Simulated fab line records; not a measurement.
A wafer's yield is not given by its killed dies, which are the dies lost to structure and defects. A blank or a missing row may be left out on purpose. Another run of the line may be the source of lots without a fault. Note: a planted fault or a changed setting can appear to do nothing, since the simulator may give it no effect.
Chamber matching / flow n5Finfet / N5_WELL_APT_DESCUM_30 on rieDiel-06 has 4 sister chambers
The step chemistry O2, time 7.9 s. 4 wafers are shown with their chamber, then 7 later ones without.

== WAFERS WITH THEIR CHAMBER ==
wafer=L917.3; chamber=2; throttleValvePct (%)=20.18
wafer=L917.5; chamber=0; throttleValvePct (%)=20.83
wafer=L920.1; chamber=1; throttleValvePct (%)=20.59
wafer=L920.5; chamber=3; throttleValvePct (%)=20.60

== WAFERS MISSING THEIR CHAMBER ==
wafer=L920.6; throttleValvePct (%)=20.20
wafer=L922.1; throttleValvePct (%)=20.87
wafer=L922.2; throttleValvePct (%)=20.59
wafer=L922.6; throttleValvePct (%)=20.21
wafer=L928.1; throttleValvePct (%)=20.62
wafer=L928.3; throttleValvePct (%)=20.88
wafer=L928.5; throttleValvePct (%)=20.85

== THE CHAMBER EACH PASSED THROUGH ==
wafer=L920.6; from the rows above=2; in truth=2
wafer=L922.1; from the rows above=0; in truth=0
wafer=L922.2; from the rows above=can't be placed: 1 or 3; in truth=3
wafer=L922.6; from the rows above=2; in truth=2
wafer=L928.1; from the rows above=can't be placed: 3 or 1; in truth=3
wafer=L928.3; from the rows above=0; in truth=0
wafer=L928.5; from the rows above=0; in truth=0
5 of 7 placed correctly. Not placeable from these rows: 2 (in 2, the candidates include the true chamber). Number placed wrongly: 0.
How it was worked out, from the rows above alone: a wafer's distance from a chamber is the root of the sum, over the readings, of the square of ((its reading less the chamber's mean) divided by the reading's scatter). The wafer belongs to the nearest chamber; if the next one is less than 2 further off, it can't be placed. A chamber's mean is the mean of its shown wafers. The scatter: with one shown wafer a chamber, the root of the mean of the squares of how far each hidden wafer lies from its nearest shown one.
